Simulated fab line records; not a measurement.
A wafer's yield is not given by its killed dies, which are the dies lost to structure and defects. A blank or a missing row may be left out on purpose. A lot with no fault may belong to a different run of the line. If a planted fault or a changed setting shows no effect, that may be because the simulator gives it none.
Matching of chambers / flow n5Finfet / pecvd-03 running N5_BEOL_M0_SAQP_PECVD_96: 3 sister chambers
The step deposits a-Si from SiH4/He, target thk 45 nm, time 45.2 s. 3 wafers are shown with their chamber, then 7 later ones without.

WAFERS WITH THEIR CHAMBER
wafer=L085.5; chamber=0; showerheadPlenumPTorr (Torr)=5.71
wafer=L087.1; chamber=2; showerheadPlenumPTorr (Torr)=5.62
wafer=L087.5; chamber=1; showerheadPlenumPTorr (Torr)=5.63

WAFERS WITH NO CHAMBER GIVEN
wafer=L087.6; showerheadPlenumPTorr (Torr)=5.71
wafer=L088.1; showerheadPlenumPTorr (Torr)=5.63
wafer=L088.2; showerheadPlenumPTorr (Torr)=5.71
wafer=L088.4; showerheadPlenumPTorr (Torr)=5.62
wafer=L093.4; showerheadPlenumPTorr (Torr)=5.70
wafer=L093.5; showerheadPlenumPTorr (Torr)=5.64
wafer=L093.6; showerheadPlenumPTorr (Torr)=5.71

WHICH CHAMBER EACH ONE RAN IN
wafer=L087.6; from the rows above=0; in truth=0
wafer=L088.1; from the rows above=can't be placed: 1 or 2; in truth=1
wafer=L088.2; from the rows above=0; in truth=0
wafer=L088.4; from the rows above=can't be placed: 2 or 1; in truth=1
wafer=L093.4; from the rows above=0; in truth=0
wafer=L093.5; from the rows above=can't be placed: 1 or 2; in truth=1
wafer=L093.6; from the rows above=0; in truth=0
4 of 7 placed correctly. Cannot be placed on the basis of these rows: 3; the candidates contain the true chamber in 3. Placed wrongly: 0.
How it was worked out, from the rows above alone: a wafer's distance from a chamber is the root of the sum, over the readings, of the square of ((its reading less the chamber's mean) divided by the reading's scatter). The wafer belongs to the nearest chamber; if the next one is less than 2 further off, it can't be placed. The mean given for a chamber averages the wafers shown for that chamber. The scatter (one wafer shown for each chamber): square how far every hidden wafer sits from the nearest shown wafer, average those squares and take the square root.
